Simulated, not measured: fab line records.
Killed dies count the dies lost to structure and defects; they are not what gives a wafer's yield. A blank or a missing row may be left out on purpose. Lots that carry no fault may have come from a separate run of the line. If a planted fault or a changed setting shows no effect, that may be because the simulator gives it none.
Which tool did it? -- flow n5Finfet -- route of 1938 steps, sampled at 1 step: 22 lots, 66 wafers

WHAT THE GAUGES SHOWED, per wafer
N5_FIN_SAQP_CD_MEAS_27 targets a cd of 20 nm.
lot,measured,on,cdNm (nm)
L074,day 2 00:50,cdSem-02,20.21 20.65 20.26
L075,day 2 05:40,cdSem-01,20.30 20.02 20.53
L076,day 2 12:07,cdSem-02,20.41 20.56 20.42
L078,day 3 00:17,cdSem-02,20.27 20.47 20.05
L079,day 3 05:29,cdSem-01,20.51 20.77 19.85
L080,day 3 12:34,cdSem-02,19.75 19.73 20.47
L081,day 3 17:52,cdSem-02,20.17 20.80 20.16
L082,day 3 23:49,cdSem-01,20.43 20.60 20.00
L083,day 4 06:09,cdSem-01,20.42 20.08 20.44
L084,day 4 12:22,cdSem-02,20.58 20.50 20.25
L085,day 4 21:44,cdSem-02,20.49 19.70 19.98
L086,day 5 01:44,cdSem-02,19.94 20.25 20.54
L087,day 5 05:41,cdSem-01,20.33 20.30 20.33
L088,day 5 11:26,cdSem-02,20.09 20.48 19.69
L089,day 5 18:21,cdSem-01,19.94 20.40 20.70
L091,day 6 06:01,cdSem-01,20.22 19.74 20.08
L092,day 6 12:34,cdSem-01,20.46 20.48 19.94
L093,day 6 18:51,cdSem-01,19.88 20.01 20.46
L094,day 7 01:32,cdSem-01,20.38 20.37 20.55
L095,day 7 06:06,cdSem-01,20.26 20.06 20.24
L096,day 7 11:46,cdSem-01,20.36 19.96 20.54
L097,day 7 19:16,cdSem-01,20.13 20.42 20.34

WHICH TOOL RAN EACH LOT (tool, then ch and the chambers of the sampled wafers, then the start)
No process step before these readings appears in the record.

WHAT THE TOOLS THEMSELVES READ (means of the sampled wafers that have a number; where no wafer has one, the mark that the record gives instead)
The record holds no such reading with a usual standard deviation.

THE ANSWER, worked out from the rows above alone
Rule: the lots themselves supply what counts as usual. Put in order of their means at a reading, lots are off if they are a third of the lots or fewer, leave a main group of 4 or more, and stand apart from it by a gap of 3 or more times the standard deviation of the main group's means; of several such gaps the widest counts. The tables above print the reading to a certain number of digits; a main group whose means all agree to those digits is not used. A lot without any number at a reading at which 4 lots or more have one is off too. All remaining lots with rows at the step are treated as sound. First the gauges in route order, then the tools' own readings, where a lot's mean is used as printed above. The first step at which some lot is off is used, and at that step the reading that is off furthest; a lot without a number counts as furthest.
Nothing can be told from this: no lot is off at any reading shown.

WHAT THE SIMULATOR PUT IN
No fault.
